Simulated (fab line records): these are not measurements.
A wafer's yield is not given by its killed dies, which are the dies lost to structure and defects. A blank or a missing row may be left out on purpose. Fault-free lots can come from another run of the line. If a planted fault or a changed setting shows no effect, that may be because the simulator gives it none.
The tool behind it: which one? / flow nand harc / 14 lots with 42 wafers sampled at 3 steps, on a route of 1302 steps

## WHAT THE GAUGES READ, wafer by wafer
NHARC_A_ONON_D1_THK_MEAS_34: measures by ellipsometry. Usual: thk nm reads 199.4 nm (standard deviation 2.7).
lot=L981; measured=day 8 01:18; on=film metro-02; thk nm (nm)=200.6 196.4 203.5; flag=
lot=L982; measured=day 8 18:41; on=film metro-01; thk nm (nm)=193.6 198.3 197.8; flag=
lot=L984; measured=day 9 11:31; on=film metro-02; thk nm (nm)=198.4 201.7 205.0; flag=
lot=L986; measured=day 10 03:06; on=film metro-01; thk nm (nm)=194.6 198.1 198.8; flag=
lot=L987; measured=day 10 13:19; on=film metro-02; thk nm (nm)=200.0 195.4 201.6; flag=
lot=L996; measured=day 14 04:52; on=film metro-02; thk nm (nm)=196.6 202.4 198.1; flag=
lot=L995; measured=day 14 05:07; on=film metro-01; thk nm (nm)=194.9 203.0 195.4; flag=
lot=L997; measured=day 14 23:13; on=film metro-02; thk nm (nm)=198.8 198.5 200.8; flag=
lot=L999; measured=day 15 17:21; on=film metro-02; thk nm (nm)=199.6 194.3 200.9; flag=
lot=L998; measured=day 15 17:21; on=film metro-02; thk nm (nm)=195.9 199.0 201.3; flag=
lot=L100; measured=day 16 09:53; on=film metro-02; thk nm (nm)=195.8 198.9 199.7; flag=
lot=L102; measured=day 16 22:50; on=film metro-01; thk nm (nm)=194.5 199.2 201.2; flag=
lot=L103; measured=day 17 08:27; on=film metro-02; thk nm (nm)=197.8 201.4 199.6; flag=
lot=L104; measured=day 18 06:26; on=film metro-01; thk nm (nm)=198.1 199.2 200.9; flag=

NHARC_A_CHANNEL_HOLE_D1_OVL_MEAS_11. Usual: overlay x nm 0.0 nm, standard deviation 0.85; overlay y nm -0.2 nm, standard deviation 0.82.
lot=L981; measured=day 8 07:03; on=overlay-02; overlay x nm (nm)=-0.4 0.0 -0.9; overlay y nm (nm)=-0.4 -0.2 -0.1; flag=
lot=L982; measured=day 9 01:02; on=overlay-02; overlay x nm (nm)=0.0 0.8 -0.2; overlay y nm (nm)=-0.9 -1.1 -1.1; flag=
lot=L984; measured=day 9 14:15; on=overlay-02; overlay x nm (nm)=-0.1 0.5 0.0; overlay y nm (nm)=0.5 0.6 0.1; flag=
lot=L986; measured=day 10 07:38; on=overlay-02; overlay x nm (nm)=-2.0 -1.7 -1.9; overlay y nm (nm)=0.1 -0.3 -0.6; flag=
lot=L987; measured=day 10 16:23; on=overlay-02; overlay x nm (nm)=1.5 2.1 1.3; overlay y nm (nm)=0.5 0.3 0.6; flag=
lot=L996; measured=day 14 09:18; on=overlay-01; overlay x nm (nm)=1.9 1.6 1.8; overlay y nm (nm)=-1.0 -1.6 -1.2; flag=
lot=L995; measured=day 14 10:43; on=overlay-01; overlay x nm (nm)=-0.1 -0.2 -0.2; overlay y nm (nm)=-0.1 0.1 0.2; flag=
lot=L997; measured=day 15 02:39; on=overlay-01; overlay x nm (nm)=0.3 -0.1 -0.1; overlay y nm (nm)=-0.4 -0.6 -0.2; flag=
lot=L999; measured=day 15 20:11; on=overlay-02; overlay x nm (nm)=-0.8 -0.8 -0.6; overlay y nm (nm)=0.5 0.1 0.5; flag=
lot=L998; measured=day 15 20:21; on=overlay-01; overlay x nm (nm)=0.1 0.8 0.4; overlay y nm (nm)=-0.7 0.1 -1.0; flag=
lot=L100; measured=day 16 12:45; on=overlay-01; overlay x nm (nm)=0.5 0.5 0.4; overlay y nm (nm)=-0.6 -1.6 -1.5; flag=
lot=L102; measured=day 17 03:38; on=overlay-01; overlay x nm (nm)=0.2 0.4 0.6; overlay y nm (nm)=-1.2 -1.0 -1.4; flag=
lot=L103; measured=day 17 11:13; on=overlay-02; overlay x nm (nm)=-0.7 -0.4 -0.1; overlay y nm (nm)=-0.4 -0.5 -0.4; flag=
lot=L104; measured=day 18 09:51; on=overlay-02; overlay x nm (nm)=-0.2 -0.5 -0.9; overlay y nm (nm)=0.2 -0.2 0.0; flag=

NHARC_A_CHANNEL_HOLE_D1_INSPECT_40. Usual: raw defect count reads 70 (standard deviation 27).
lot=L981; measured=day 8 14:01; on=defect inspect-02; raw defect count=100 118 92; flag=
lot=L982; measured=day 9 08:20; on=defect inspect-01; raw defect count=102 107 122; flag=
lot=L984; measured=day 9 21:25; on=defect inspect-02; raw defect count=40 59 36; flag=
lot=L986; measured=day 10 16:44; on=defect inspect-02; raw defect count=53 37 34; flag=
lot=L987; measured=day 11 01:38; on=defect inspect-01; raw defect count=61 56 55; flag=
lot=L996; measured=day 14 20:31; on=defect inspect-02; raw defect count=103 93 121; flag=
lot=L995; measured=day 14 17:51; on=defect inspect-02; raw defect count=51 42 35; flag=
lot=L997; measured=day 15 09:44; on=defect inspect-01; raw defect count=69 69 60; flag=
lot=L999; measured=day 16 03:14; on=defect inspect-01; raw defect count=65 64 54; flag=
lot=L998; measured=day 16 04:41; on=defect inspect-02; raw defect count=92 101 102; flag=
lot=L100; measured=day 16 19:47; on=defect inspect-02; raw defect count=49 41 64; flag=
lot=L102; measured=day 17 10:38; on=defect inspect-01; raw defect count=74 74 97; flag=
lot=L103; measured=day 17 21:20; on=defect inspect-01; raw defect count=42 35 39; flag=
lot=L104; measured=day 18 17:02; on=defect inspect-02; raw defect count=71 56 53; flag=

## TOOL THAT RAN EACH LOT (tool first, then ch and the chambers of the sampled wafers, then the start)
No process step before these readings appears in the record.

## AS READ BY THE TOOLS THEMSELVES (means over the sampled wafers that have a number; for cases with no such wafer, the mark the record gives instead)
The record holds no such reading with a usual standard deviation.

## THE ANSWER, worked out from the rows above alone
Rule: lot off if the mean of its wafers having a number is beyond 3 standard deviations from the usual mean. A lot without any number at a reading at which 4 lots or more have one is off too. Where the step has rows for the other lots, those lots are counted as sound. First the gauges in route order, then the tools' own readings, where a lot's mean is used as printed above. The first step at which some lot is off is used, and at that step the reading that is off furthest; a lot without a number counts as furthest.
Nothing can be told from this: no lot is off at any reading shown.

## WHAT THE SIMULATOR PUT IN
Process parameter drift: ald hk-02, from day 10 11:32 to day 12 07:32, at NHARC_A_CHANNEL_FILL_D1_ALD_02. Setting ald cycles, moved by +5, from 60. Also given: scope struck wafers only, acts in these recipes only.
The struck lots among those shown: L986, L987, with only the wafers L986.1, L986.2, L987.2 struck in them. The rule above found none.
